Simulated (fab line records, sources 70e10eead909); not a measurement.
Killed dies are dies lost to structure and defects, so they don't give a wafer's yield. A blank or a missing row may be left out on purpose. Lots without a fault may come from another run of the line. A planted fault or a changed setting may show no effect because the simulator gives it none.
One fault seen from 3 desks | flow nand_harc | each desk has only its own numbers; what lay behind them comes last

THE TOOL OWNER'S DESK: litho_track-04
The tool's own readings at NHARC_A_CHANNEL_HOLE_D1_DEVELOP_09 (develop time 35 s): means of the sampled wafers that have a number, for each lot that ran on this tool. A lot is out of limits, marked OUT, if its mean lies more than 4 standard deviations from the usual mean; the brackets give that distance.
Columns: A = developer_temp_C at NHARC_A_CHANNEL_HOLE_D1_DEVELOP_09, usual 23.02 C
lot  | first seen here | A
L472 | day 10 04:00    | 23.05
L484 | day 12 14:00    | 23.25
L486 | day 12 20:00    | 23.03
L488 | day 14 03:00    | 23.08
This desk's finding: nothing out of limits on any of the 4 lots.

THE METROLOGY DESK
What the gauges read, lot by lot, whatever tool the lot ran on: means of the sampled wafers that have a number. A lot is out of limits, marked OUT, if its mean lies more than 4 standard deviations from the usual mean; the brackets give that distance.
Columns: A = cd_nm at NHARC_A_CHANNEL_HOLE_D1_CD_MEAS_10, usual 100.3 nm; B = overlay_x_nm at NHARC_A_CHANNEL_HOLE_D1_OVL_MEAS_11, usual -0.2 nm; C = overlay_y_nm at NHARC_A_CHANNEL_HOLE_D1_OVL_MEAS_11, usual 0.0 nm
lot  | first seen here | A     | B    | C
L470 | day 9 08:06     | 101.0 | -0.0 | -1.2
L472 | day 10 04:15    | 99.8  | -0.9 | -0.3
L480 | day 11 21:23    | 100.6 | 0.3  | 0.7
L484 | day 12 14:37    | 101.4 | -0.4 | 1.4
L486 | day 12 20:34    | 100.1 | 0.9  | 0.3
L489 | day 14 03:04    | 99.9  | -1.9 | -0.6
L488 | day 14 03:13    | 100.0 | -0.4 | 0.5
This desk's finding: nothing out of limits on any of the 7 lots.

THE DEFECT DESK
What the inspections along the route counted, lot by lot: means of the sampled wafers that have a number. A lot is out of limits, marked OUT, if its mean lies more than 4 standard deviations from the usual mean; the brackets give that distance.
Columns: A = raw_defect_count at NHARC_A_ONON_D1_INSPECT_32, usual 70; B = raw_defect_count at NHARC_A_CHANNEL_HOLE_D1_INSPECT_12, usual 5.3
lot  | first seen here | A   | B
L470 | day 9 05:17     | 45  | 5.3
L472 | day 10 01:32    | 111 | 8.0
L480 | day 11 18:50    | 53  | 2.3
L484 | day 12 11:31    | 46  | 6.0
L486 | day 12 17:16    | 42  | 3.0
L489 | day 14 00:14    | 72  | 8.3
L488 | day 14 00:20    | 63  | 2.7
This desk's finding: nothing out of limits on any of the 7 lots.

PUT TOGETHER
The tool owner's desk saw nothing out of limits.
The metrology desk saw nothing out of limits.
The defect desk saw nothing out of limits.

WHAT THE SIMULATOR HAD PUT IN
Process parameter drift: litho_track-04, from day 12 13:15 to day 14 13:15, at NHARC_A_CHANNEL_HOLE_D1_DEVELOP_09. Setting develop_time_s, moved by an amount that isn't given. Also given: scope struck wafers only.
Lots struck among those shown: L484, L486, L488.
